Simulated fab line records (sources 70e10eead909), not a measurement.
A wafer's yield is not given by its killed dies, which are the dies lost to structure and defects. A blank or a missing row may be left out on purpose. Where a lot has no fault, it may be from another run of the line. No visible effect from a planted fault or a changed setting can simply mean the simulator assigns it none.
fab line records | flow nand_harc | part 1 of 2: steps 1 to 3 of 6
record lots=21 | wafers=63 | last_day=33
route steps=1302 shown P_GATE@124 P_CONTACT@240 P_M0@266
lots that met no fault: taken from a fault-free run of the same line
start_h: start of the lot's first displayed wafer, in hours after the record's first day | wait_h: hours from the lot's prior step to this one | " the same as in the row above | L1.1+2: a single row standing in for several wafers | - either no value or no given start | * or withheld: withheld | < > ~ a bound
route shown NAME@n: a module of which the file shows steps, and the number in the route of the first | usual: average and standard deviation across the fault-free wafers | same: alike in all rows | chamber/n: place in a boat | sites: the reading at each site | _std_site: their standard deviation | _edge_site: mean of outer sites minus mean of inner sites | radius_mm: for every site, how far away it sits from the centre of the wafer | mask NAME#n: copy n | behind: tool/chamber where the wafer was last shaped | hold: cause of the lot's hold/its duration in hours/its outcome | device: which transistor (n, p or np) failed to switch | end of line: the same wafers' tests at the end of the route | a step without rows: its recipe alone | killed: the dies lost at the first sort to structure and to defects; this is not the yield of the wafer | map: the dies of a wafer, with x for killed, . for not killed, _ for no die there
set.NAME: the setting that was run; set.NAME@STEP: the one run at that earlier step | model.NAME: the simulator's own value behind a step, which no gauge read
a sample of lots followed through the steps of the route, with each step as a table and each wafer as a row
services: the hour from which a tool's chamber was out of use, counted from the record's first day as start_h (under 0 if before that day), plus the number of hours and why
## steps
# step NHARC_P_GATE_DESCUM_13
# recipe time_s=3 | o2_flow_sccm=200 | ar_flow_sccm=0 | bias_power_w=0 | chemistry=O2
# usual drypump_motor_current_A=5.8/0.5 | oes_product_au=1.002/0.011 | rf_vpp_V=57.8/0.91 | showerhead_plenum_p_Torr=1.90/0.081 | throttle_valve_pct=11.312/0.008
lot.wafer | tool        | chamber | start_h | wait_h | drypump_motor_current_A | oes_product_au | rf_hours_counter_h | rf_vpp_V | showerhead_plenum_p_Torr | throttle_valve_pct
L074.1    | rie_diel-09 | 2       | 92.76   | -      | 5.8                     | 1.014          | 6.8                | 57.1     | 1.82                     | 11.304
L074.4    | "           | 3       | "       | "      | 6.2                     | 1.006          | 5.7                | 57.7     | 1.78                     | 11.310
L074.6    | "           | 2       | "       | "      | 5.8                     | 1.026          | -                  | 57.3     | 1.82                     | 11.318
L075.2    | rie_diel-05 | 3       | 92.93   | -      | 6.4                     | 0.996          | 1.6                | 55.8     | 1.86                     | 11.313
L075.1    | "           | 1       | "       | "      | 5.2                     | 0.990          | 1.1                | 58.5     | 2.01                     | 11.328
L075.5    | "           | 3       | "       | "      | 6.4                     | 0.996          | -                  | 56.8     | 1.86                     | 11.303
L076.1    | rie_diel-13 | 0       | 108.24  | -      | 4.8                     | 1.008          | 5.6                | 57.3     | 1.95                     | 11.322
L076.3    | "           | 1       | "       | "      | 5.4                     | 1.014          | 6.7                | 57.8     | 1.97                     | 11.318
L076.2    | "           | 2       | "       | "      | 6.3                     | 1.006          | 6.7                | 57.6     | 2.02                     | 11.315
L078.2    | rie_diel-05 | 0       | 122.95  | -      | 6.5                     | 1.016          | 3.8                | 58.3     | 1.84                     | 11.306
L078.5    | "           | 3       | "       | "      | 6.4                     | 1.006          | -                  | 57.4     | 1.85                     | 11.311
L078.6    | "           | 0       | "       | "      | 6.5                     | 1.013          | -                  | 57.5     | 1.84                     | 11.308
L077.2    | rie_diel-09 | 2       | 123.11  | -      | 5.8                     | 1.017          | 8.5                | 59.2     | 1.82                     | 11.315
L077.1    | "           | 0       | "       | "      | 5.9                     | 0.977          | 8.6                | 55.8     | 1.82                     | 11.306
L077.5    | "           | 1       | "       | "      | 6.3                     | 1.013          | -                  | 58.3     | 1.98                     | 11.312
L079.1    | rie_diel-13 | 0       | 137.88  | -      | 4.8                     | 0.996          | 6.5                | 59.5     | 1.95                     | 11.308
L079.5    | "           | 0       | "       | "      | 4.8                     | 1.005          | -                  | 57.9     | 1.95                     | 11.312
L079.6    | "           | 1       | "       | "      | 5.4                     | 0.999          | -                  | 58.5     | 1.97                     | 11.323
L081.3    | rie_diel-13 | 2       | 151.02  | -      | 6.3                     | 1.005          | 8.6                | 58.3     | 2.02                     | 11.313
L081.2    | "           | 0       | "       | "      | 4.8                     | 0.990          | 7.4                | 57.5     | 1.95                     | 11.309
L081.6    | "           | 1       | "       | "      | 5.4                     | 1.002          | -                  | 59.1     | 1.97                     | 11.302
L080.4    | rie_diel-05 | 0       | 151.20  | -      | 6.6                     | 1.014          | 5.3                | 56.8     | 1.84                     | 11.322
L080.3    | "           | 1       | "       | "      | 5.2                     | 1.006          | 5.5                | 59.7     | 2.01                     | 11.310
L080.6    | "           | 3       | "       | "      | 6.4                     | 1.016          | -                  | 56.8     | 1.85                     | 11.313
L083.2    | rie_diel-05 | 0       | 172.40  | -      | 6.6                     | 1.007          | 5.9                | 58.0     | 1.83                     | 11.322
L083.1    | "           | 1       | "       | "      | 5.2                     | 0.995          | 6.5                | 58.8     | 2.01                     | 11.318
L083.6    | "           | 1       | "       | "      | 5.2                     | 0.994          | -                  | 57.3     | 2.01                     | 11.308
L084.3    | rie_diel-13 | 3       | 183.65  | -      | 5.6                     | 0.996          | 0.0                | 58.2     | 1.85                     | 11.309
L084.4    | "           | 0       | "       | "      | 4.8                     | 0.993          | 0.0                | 57.8     | 1.95                     | 11.327
L084.5    | "           | 1       | "       | "      | 5.4                     | 0.994          | -                  | 57.9     | 1.97                     | 11.305
L086.3    | rie_diel-13 | 0       | 197.68  | -      | 4.8                     | 0.992          | 1.1                | 59.3     | 1.95                     | 11.312
L086.4    | "           | 2       | "       | "      | 6.3                     | 0.999          | 0.7                | 57.5     | 2.02                     | 11.308
L086.6    | "           | 0       | "       | "      | 4.8                     | 0.997          | -                  | 59.0     | 1.95                     | 11.305
L088.4    | rie_diel-09 | 1       | 224.16  | -      | 6.4                     | 1.013          | 4.7                | 58.8     | 1.98                     | 11.312
L088.3    | "           | 3       | "       | "      | 6.2                     | 1.024          | 4.8                | 56.3     | 1.78                     | 11.306
L088.1    | "           | 0       | "       | "      | 5.9                     | 1.012          | 4.8                | 59.3     | 1.82                     | 11.327
L089.1    | rie_diel-09 | 1       | 228.33  | -      | 6.3                     | 1.014          | 4.8                | 55.9     | 1.98                     | 11.319
L089.4    | "           | 2       | "       | "      | 5.8                     | 1.002          | 4.8                | 57.4     | 1.82                     | 11.302
L089.3    | "           | 0       | "       | "      | 5.9                     | 1.005          | 4.8                | 56.1     | 1.82                     | 11.310
L090.4    | rie_diel-09 | 3       | 244.74  | -      | 6.2                     | 1.020          | 6.1                | 57.7     | 1.78                     | 11.296
L090.3    | "           | 1       | "       | "      | 6.3                     | 1.011          | 6.2                | 58.4     | 1.97                     | 11.314
L090.1    | "           | 2       | "       | "      | 5.8                     | 1.007          | 6.3                | 57.7     | 1.82                     | 11.319
L091.3    | rie_diel-09 | 1       | 256.14  | -      | 6.3                     | 1.002          | 6.2                | 58.7     | 1.98                     | 11.319
L091.5    | "           | 1       | "       | "      | 6.4                     | 1.005          | -                  | 57.5     | 1.98                     | 11.307
L091.6    | "           | 2       | "       | "      | 5.8                     | 1.009          | -                  | 57.8     | 1.82                     | 11.301
L092.2    | rie_diel-13 | 1       | 271.47  | -      | 5.4                     | 0.993          | 4.7                | 57.4     | 1.96                     | 11.323
L092.1    | "           | 2       | "       | "      | 6.3                     | 1.004          | 5.9                | 57.7     | 2.01                     | 11.314
L092.5    | "           | 0       | "       | "      | 4.8                     | 0.995          | -                  | 59.4     | 1.95                     | 11.297
L093.1    | rie_diel-09 | 2       | 280.21  | -      | 5.8                     | 1.002          | 8.1                | 58.8     | 1.82                     | 11.315
L093.4    | "           | 0       | "       | "      | 5.9                     | 0.987          | 7.5                | 58.6     | 1.82                     | 11.308
L093.6    | "           | 3       | "       | "      | 6.2                     | 1.014          | -                  | 57.3     | 1.78                     | 11.318
L094.2    | rie_diel-05 | 2       | 284.84  | -      | 5.8                     | 0.989          | 1.9                | 58.5     | 1.98                     | 11.298
L094.1    | "           | 0       | "       | "      | 6.5                     | 0.997          | 2.2                | 58.6     | 1.83                     | 11.304
L094.5    | "           | 1       | "       | "      | 5.2                     | 0.985          | -                  | 59.2     | 2.01                     | 11.304
L095.4    | rie_diel-13 | 1       | 295.57  | -      | 5.4                     | 0.996          | 7.8                | 55.9     | 1.96                     | 11.307
L095.1    | "           | 3       | "       | "      | 5.6                     | 0.985          | 6.8                | 57.8     | 1.85                     | 11.314
L095.5    | "           | 1       | "       | "      | 5.4                     | 1.006          | -                  | 57.5     | 1.96                     | 11.323
L096.3    | rie_diel-09 | 1       | 302.39  | -      | 6.4                     | 0.998          | 9.9                | 58.2     | 1.97                     | 11.335
L096.2    | "           | 2       | "       | "      | 5.8                     | 1.002          | 9.8                | 57.7     | 1.82                     | 11.295
L096.4    | "           | 0       | "       | "      | 5.9                     | 0.977          | 8.9                | 56.2     | 1.82                     | 11.310
L097.1    | rie_diel-13 | 1       | 306.94  | -      | 5.4                     | 1.011          | 8.0                | 57.6     | 1.96                     | 11.311
L097.3    | "           | 3       | "       | "      | 5.6                     | 0.992          | 7.1                | 57.7     | 1.85                     | 11.304
L097.6    | "           | 0       | "       | "      | 4.8                     | 1.015          | -                  | 59.2     | 1.95                     | 11.310
# step NHARC_P_GATE_STRIP_108
# recipe o2_flow_sccm=500 | ar_flow_sccm=0 | bias_w=0 | chemistry=O2
# usual drypump_motor_current_A=5.9/0.52 | oes_product_au=0.998/0.012 | rf_vpp_V=57.8/0.8 | showerhead_plenum_p_Torr=3.52/0.14 | throttle_valve_pct=17.036/0.0086
lot.wafer | tool        | chamber | start_h | wait_h | drypump_motor_current_A | oes_product_au | rf_hours_counter_h | rf_vpp_V | showerhead_plenum_p_Torr | throttle_valve_pct
L074.4    | rie_diel-09 | 1       | 108.19  | -      | 6.4                     | 1.000          | 9.1                | 57.2     | 3.64                     | 17.037
L074.1    | "           | 2       | "       | "      | 5.8                     | 1.019          | 8.3                | 57.1     | 3.37                     | 17.042
L074.6    | "           | 3       | "       | "      | 6.2                     | 0.995          | -                  | 57.7     | 3.30                     | 17.037
L075.1    | rie_diel-09 | 0       | 108.82  | -      | 5.9                     | 0.970          | 8.3                | 59.4     | 3.36                     | 17.033
L075.2    | "           | 1       | "       | "      | 6.3                     | 1.007          | 9.1                | 58.3     | 3.64                     | 17.014
L075.5    | "           | 0       | "       | "      | 5.9                     | 0.975          | -                  | 57.8     | 3.36                     | 17.027
L076.3    | rie_diel-13 | 0       | 127.38  | -      | 4.8                     | 1.007          | 6.4                | 57.4     | 3.60                     | 17.041
L076.1    | "           | 2       | "       | "      | 6.4                     | 1.002          | 8.0                | 59.2     | 3.71                     | 17.037
L076.2    | "           | 3       | "       | "      | 5.6                     | 0.983          | 4.9                | 55.9     | 3.42                     | 17.043
L078.2    | rie_diel-13 | 2       | 138.41  | -      | 6.4                     | 1.006          | 8.1                | 58.0     | 3.71                     | 17.034
L078.5    | "           | 0       | "       | "      | 4.8                     | 0.990          | -                  | 58.4     | 3.60                     | 17.027
L078.6    | "           | 1       | "       | "      | 5.4                     | 0.997          | -                  | 58.0     | 3.62                     | 17.025
L077.2    | rie_diel-13 | 1       | 139.05  | -      | 5.4                     | 1.004          | 8.1                | 58.7     | 3.62                     | 17.056
L077.1    | "           | 3       | "       | "      | 5.6                     | 0.992          | 5.0                | 58.6     | 3.42                     | 17.023
L077.5    | "           | 1       | "       | "      | 5.4                     | 1.004          | -                  | 58.5     | 3.62                     | 17.034
L079.1    | rie_diel-13 | 1       | 153.06  | -      | 5.4                     | 0.997          | 9.1                | 57.4     | 3.62                     | 17.030
L079.5    | "           | 3       | "       | "      | 5.6                     | 0.991          | -                  | 57.5     | 3.42                     | 17.041
L079.6    | "           | 0       | "       | "      | 4.8                     | 1.004          | -                  | 58.5     | 3.60                     | 17.040
L081.2    | rie_diel-05 | 1       | 166.15  | -      | 5.2                     | 1.002          | 6.5                | 58.6     | 3.70                     | 17.037
L081.3    | "           | 0       | "       | "      | 6.5                     | 1.016          | 5.9                | 56.5     | 3.39                     | 17.028
L081.6    | "           | 2       | "       | "      | 5.7                     | 0.992          | -                  | 56.9     | 3.64                     | 17.041
L080.3    | rie_diel-05 | 1       | 166.82  | -      | 5.2                     | 1.004          | 6.5                | 57.1     | 3.70                     | 17.042
L080.4    | "           | 2       | "       | "      | 5.7                     | 1.004          | 6.6                | 59.2     | 3.64                     | 17.048
L080.6    | "           | 1       | "       | "      | 5.2                     | 1.007          | -                  | 58.7     | 3.70                     | 17.026
L083.2    | rie_diel-05 | 0       | 188.30  | -      | 6.5                     | 1.005          | 6.9                | 57.2     | 3.39                     | 17.027
L083.1    | "           | 2       | "       | "      | 5.7                     | 1.003          | 8.0                | 58.5     | 3.64                     | 17.037
L083.6    | "           | 1       | "       | "      | 5.2                     | 1.013          | -                  | 58.8     | 3.70                     | 17.041
L084.4    | rie_diel-09 | 2       | 206.84  | -      | 5.8                     | 0.995          | 4.2                | 58.4     | 3.37                     | 17.018
L084.3    | "           | 0       | "       | "      | 5.9                     | 1.003          | 4.0                | 57.9     | 3.36                     | 17.042
L084.5    | "           | 2       | "       | "      | 5.8                     | 0.996          | -                  | 58.4     | 3.37                     | 17.045
L086.3    | rie_diel-13 | 3       | 213.34  | -      | 5.6                     | 0.983          | -                  | 58.4     | 3.42                     | 17.040
L086.4    | "           | 2       | "       | "      | 6.3                     | 1.012          | -                  | 59.9     | 3.70                     | 17.028
L086.6    | "           | 3       | "       | "      | 5.6                     | 1.004          | -                  | 57.4     | 3.42                     | 17.019
L088.3    | rie_diel-05 | 3       | 241.07  | -      | 6.4                     | 1.008          | 0.2                | 56.7     | 3.42                     | 17.027
L088.1    | "           | 0       | "       | "      | 6.5                     | 0.992          | 0.1                | 56.9     | 3.39                     | 17.033
L088.4    | "           | 1       | "       | "      | 5.2                     | 0.989          | 0.1                | 59.4     | 3.69                     | 17.037
L089.1    | rie_diel-05 | 3       | 243.04  | -      | 6.4                     | 1.005          | 0.2                | 58.5     | 3.42                     | 17.033
L089.4    | "           | 0       | "       | "      | 6.6                     | 0.988          | 0.2                | 57.8     | 3.39                     | 17.044
L089.3    | "           | 2       | "       | "      | 5.8                     | 0.999          | 0.2                | 57.6     | 3.64                     | 17.024
L090.3    | rie_diel-05 | 1       | 259.27  | -      | 5.2                     | 0.989          | 0.4                | 58.4     | 3.69                     | 17.023
L090.4    | "           | 2       | "       | "      | 5.7                     | 0.994          | 0.4                | 57.3     | 3.64                     | 17.040
L090.1    | "           | 3       | "       | "      | 6.4                     | 1.010          | 0.5                | 58.6     | 3.42                     | 17.042
L091.3    | rie_diel-13 | 2       | 271.28  | -      | 6.3                     | 1.016          | 5.9                | 58.2     | 3.70                     | 17.035
L091.6    | "           | 1       | "       | "      | 5.4                     | 0.996          | -                  | 58.8     | 3.62                     | 17.037
L091.5    | "           | 2       | "       | "      | 6.3                     | 0.996          | -                  | 58.6     | 3.70                     | 17.046
L092.2    | rie_diel-09 | 3       | 289.93  | -      | 6.2                     | 1.010          | 8.1                | 56.8     | 3.30                     | 17.036
L092.1    | "           | 0       | "       | "      | 5.9                     | 1.001          | 7.9                | 57.3     | 3.36                     | 17.034
L092.5    | "           | 0       | "       | "      | 5.9                     | 0.989          | -                  | 57.2     | 3.36                     | 17.031
L093.1    | rie_diel-05 | 3       | 295.86  | -      | 6.4                     | 0.994          | 3.1                | 57.0     | 3.42                     | 17.045
L093.4    | "           | 0       | "       | "      | 6.6                     | 0.991          | 2.9                | 56.9     | 3.39                     | 17.042
L093.6    | "           | 3       | "       | "      | 6.4                     | 0.990          | -                  | 57.3     | 3.42                     | 17.043
L094.2    | rie_diel-13 | 2       | 299.70  | -      | 6.3                     | 1.005          | 8.7                | 58.0     | 3.70                     | 17.020
L094.1    | "           | 3       | "       | "      | 5.6                     | 0.993          | 7.0                | 58.1     | 3.41                     | 17.047
L094.5    | "           | 2       | "       | "      | 6.4                     | 0.997          | -                  | 58.6     | 3.70                     | 17.044
L095.1    | rie_diel-05 | 0       | 315.03  | -      | 6.6                     | 0.981          | 3.2                | 57.6     | 3.39                     | 17.051
L095.4    | "           | 1       | "       | "      | 5.2                     | 0.986          | 3.0                | 57.8     | 3.69                     | 17.027
L095.5    | "           | 3       | "       | "      | 6.4                     | 0.993          | -                  | 58.4     | 3.42                     | 17.039
L096.2    | rie_diel-09 | 3       | 319.38  | -      | 6.2                     | 1.011          | 9.6                | 58.5     | 3.30                     | 17.032
L096.4    | "           | 0       | "       | "      | 5.9                     | 0.986          | 9.7                | 57.5     | 3.36                     | 17.039
L096.3    | "           | 1       | "       | "      | 6.3                     | 1.006          | 11.0               | 57.6     | 3.63                     | 17.024
L097.1    | rie_diel-05 | 0       | 323.87  | -      | 6.6                     | 0.982          | 4.3                | 58.1     | 3.39                     | 17.026
L097.3    | "           | 2       | "       | "      | 5.8                     | 0.995          | 3.8                | 58.4     | 3.63                     | 17.034
L097.6    | "           | 1       | "       | "      | 5.2                     | 0.983          | -                  | 56.9     | 3.69                     | 17.038
# step NHARC_P_CONTACT_ETCH_31
# recipe target_depth_a=300 | time_s=85.7 | ion_energy_ev=120 | over_etch_frac=1 | ch3f_flow_sccm=50 | o2_flow_sccm=30 | ar_flow_sccm=200 | rf_w=500 | bias_w=100 | chemistry=CH3F/O2
# usual drypump_motor_current_A=5.86/0.29 | oes_product_au=0.982/0.015 | rf_vpp_V=244.7/1.9 | showerhead_plenum_p_Torr=2.49/0.12 | throttle_valve_pct=20.663/0.0085
lot.wafer | tool        | chamber | start_h | wait_h | drypump_motor_current_A | oes_product_au | rf_hours_counter_h | rf_vpp_V | showerhead_plenum_p_Torr | throttle_valve_pct
L074.1    | rie_diel-07 | 0       | -       | -      | 6.30                    | 0.997          | 0.3                | 246.0    | 2.56                     | 20.666
L074.4    | "           | 1       | "       | "      | 5.96                    | 0.977          | 0.2                | 243.8    | 2.38                     | 20.675
L074.6    | "           | 0       | "       | "      | 6.26                    | 0.980          | -                  | 245.6    | 2.56                     | 20.657
L075.1    | rie_diel-11 | 0       | -       | -      | 5.39                    | 0.988          | 1.7                | 246.9    | 2.64                     | 20.660
L075.2    | "           | 3       | "       | "      | 6.33                    | 0.973          | 1.6                | 246.7    | 2.63                     | 20.666
L075.5    | "           | 1       | "       | "      | 5.98                    | 0.974          | -                  | 244.6    | 2.44                     | 20.667
L076.1    | rie_diel-07 | 3       | -       | -      | 5.82                    | 0.983          | 0.8                | 246.3    | 2.64                     | 20.665
L076.2    | "           | 0       | "       | "      | 6.28                    | 0.992          | 0.6                | 245.5    | 2.56                     | 20.675
L076.3    | "           | 2       | "       | "      | 5.73                    | 0.998          | 0.8                | 244.4    | 2.37                     | 20.665
L078.2    | rie_diel-08 | 0       | -       | -      | 5.53                    | 0.988          | 6.4                | 244.6    | 2.46                     | 20.658
L078.6    | "           | 2       | "       | "      | 5.99                    | 0.980          | -                  | 243.4    | 2.46                     | 20.654
L078.5    | "           | 3       | "       | "      | 5.84                    | 0.992          | -                  | 246.7    | 2.59                     | 20.657
L077.1    | rie_diel-07 | 2       | -       | -      | 5.74                    | 0.985          | 1.3                | 242.9    | 2.37                     | 20.664
L077.2    | "           | 1       | "       | "      | 5.92                    | 0.962          | 1.4                | 241.6    | 2.38                     | 20.666
L077.5    | "           | 2       | "       | "      | 5.75                    | 0.980          | -                  | 241.1    | 2.37                     | 20.660
L079.1    | rie_diel-11 | 3       | -       | -      | 6.33                    | 0.976          | 2.7                | 247.8    | 2.63                     | 20.675
L079.6    | "           | 1       | "       | "      | 5.96                    | 0.974          | -                  | 244.5    | 2.44                     | 20.672
L079.5    | "           | 2       | "       | "      | 5.88                    | 0.971          | -                  | 243.5    | 2.30                     | 20.663
L081.3    | rie_diel-07 | 1       | -       | -      | 5.95                    | 0.961          | 2.1                | 242.4    | 2.37                     | 20.657
L081.2    | "           | 2       | "       | "      | 5.69                    | 0.981          | 1.9                | 243.0    | 2.37                     | 20.668
L081.6    | "           | 2       | "       | "      | 5.68                    | 0.978          | -                  | 243.4    | 2.37                     | 20.663
L080.4    | rie_diel-08 | 0       | -       | -      | 5.52                    | 0.986          | 8.4                | 244.4    | 2.46                     | 20.663
L080.3    | "           | 2       | "       | "      | 5.96                    | 0.988          | 9.2                | 245.4    | 2.46                     | 20.682
L080.6    | "           | 0       | "       | "      | 5.52                    | 0.992          | -                  | 243.7    | 2.46                     | 20.667
L083.1    | rie_diel-08 | 0       | -       | -      | 5.55                    | 1.005          | 0.8                | 244.3    | 2.46                     | 20.667
L083.2    | "           | 2       | "       | "      | 5.96                    | 0.963          | 0.7                | 244.6    | 2.46                     | 20.656
L083.6    | "           | 0       | "       | "      | 5.57                    | 1.002          | -                  | 244.2    | 2.46                     | 20.655
L084.3    | rie_diel-11 | 1       | -       | -      | 5.99                    | 0.976          | 3.9                | 243.0    | 2.44                     | 20.661
L084.4    | "           | 0       | "       | "      | 5.39                    | 0.985          | -                  | 246.6    | 2.64                     | 20.673
L084.5    | "           | 1       | "       | "      | 6.00                    | 0.978          | -                  | 243.7    | 2.44                     | 20.659
L086.4    | rie_diel-08 | 0       | -       | -      | 5.54                    | 1.006          | 1.6                | 243.3    | 2.46                     | 20.665
L086.3    | "           | 2       | "       | "      | 5.97                    | 0.959          | 1.4                | 243.6    | 2.46                     | 20.672
L086.6    | "           | 1       | "       | "      | 5.34                    | 0.988          | -                  | 243.9    | 2.36                     | 20.648
L088.1    | rie_diel-07 | 0       | -       | -      | 6.31                    | 0.997          | 4.4                | 245.9    | 2.56                     | 20.657
L088.3    | "           | 1       | "       | "      | 5.94                    | 0.967          | 4.7                | 244.3    | 2.37                     | 20.672
L088.4    | "           | 2       | "       | "      | 5.69                    | 0.985          | 4.2                | 242.7    | 2.37                     | 20.674
L089.4    | rie_diel-11 | 0       | -       | -      | 5.38                    | 1.002          | 0.3                | 246.0    | 2.64                     | 20.673
L089.3    | "           | 1       | "       | "      | 5.99                    | 0.992          | 0.4                | 243.7    | 2.44                     | 20.655
L089.1    | "           | 3       | "       | "      | 6.34                    | 0.965          | 0.2                | 246.5    | 2.63                     | 20.665
L090.1    | rie_diel-07 | 0       | -       | -      | 6.33                    | 0.977          | 5.1                | 246.4    | 2.56                     | 20.662
L090.3    | "           | 1       | "       | "      | 5.95                    | 0.965          | 5.5                | 243.3    | 2.37                     | 20.662
L090.4    | "           | 3       | "       | "      | 5.82                    | 0.993          | 4.6                | 246.8    | 2.63                     | 20.675
L091.3    | rie_diel-07 | 1       | -       | -      | 5.94                    | 0.960          | 6.0                | 243.5    | 2.37                     | 20.679
L091.6    | "           | 2       | "       | "      | 5.70                    | 0.981          | -                  | 242.3    | 2.37                     | 20.657
L091.5    | "           | 3       | "       | "      | 5.83                    | 0.996          | -                  | 248.0    | 2.63                     | 20.653
L092.2    | rie_diel-07 | 3       | -       | -      | 5.82                    | 0.985          | 0.7                | 247.4    | 2.63                     | 20.661
L092.1    | "           | 0       | "       | "      | 6.24                    | 0.996          | 0.7                | 244.7    | 2.56                     | 20.653
L092.5    | "           | 3       | "       | "      | 5.83                    | 0.972          | -                  | 247.9    | 2.63                     | 20.668
L093.1    | rie_diel-11 | 0       | -       | -      | 5.41                    | 0.969          | 1.7                | 245.8    | 2.63                     | 20.662
L093.6    | "           | 3       | "       | "      | 6.31                    | 0.969          | -                  | 246.6    | 2.63                     | 20.661
L093.4    | "           | 2       | "       | "      | 5.87                    | 0.949          | -                  | 243.7    | 2.30                     | 20.665
L094.1    | rie_diel-11 | 0       | -       | -      | 5.40                    | 0.988          | 2.2                | 244.5    | 2.63                     | 20.658
L094.2    | "           | 3       | "       | "      | 6.34                    | 0.981          | 2.1                | 246.1    | 2.63                     | 20.655
L094.5    | "           | 3       | "       | "      | 6.25                    | 0.974          | -                  | 246.8    | 2.63                     | 20.659
L095.1    | rie_diel-11 | 0       | -       | -      | 5.38                    | 0.990          | 2.9                | 246.4    | 2.63                     | 20.661
L095.5    | "           | 3       | "       | "      | 6.36                    | 0.986          | -                  | 247.0    | 2.63                     | 20.642
L095.4    | "           | 0       | "       | "      | 5.39                    | 0.982          | -                  | 246.7    | 2.63                     | 20.660
L096.3    | rie_diel-11 | 3       | -       | -      | 6.31                    | 0.961          | 3.3                | 246.6    | 2.63                     | 20.647
L096.2    | "           | 2       | "       | "      | 5.89                    | 0.955          | 3.3                | 242.8    | 2.30                     | 20.679
L096.4    | "           | 0       | "       | "      | 5.38                    | 0.965          | -                  | 247.4    | 2.63                     | 20.658
L097.1    | rie_diel-07 | 2       | -       | -      | 5.68                    | 0.989          | 1.3                | 243.7    | 2.37                     | 20.664
L097.3    | "           | 3       | "       | "      | 5.82                    | 0.975          | 1.5                | 248.3    | 2.63                     | 20.643
L097.6    | "           | 1       | "       | "      | 5.97                    | 0.980          | -                  | 241.9    | 2.37                     | 20.671
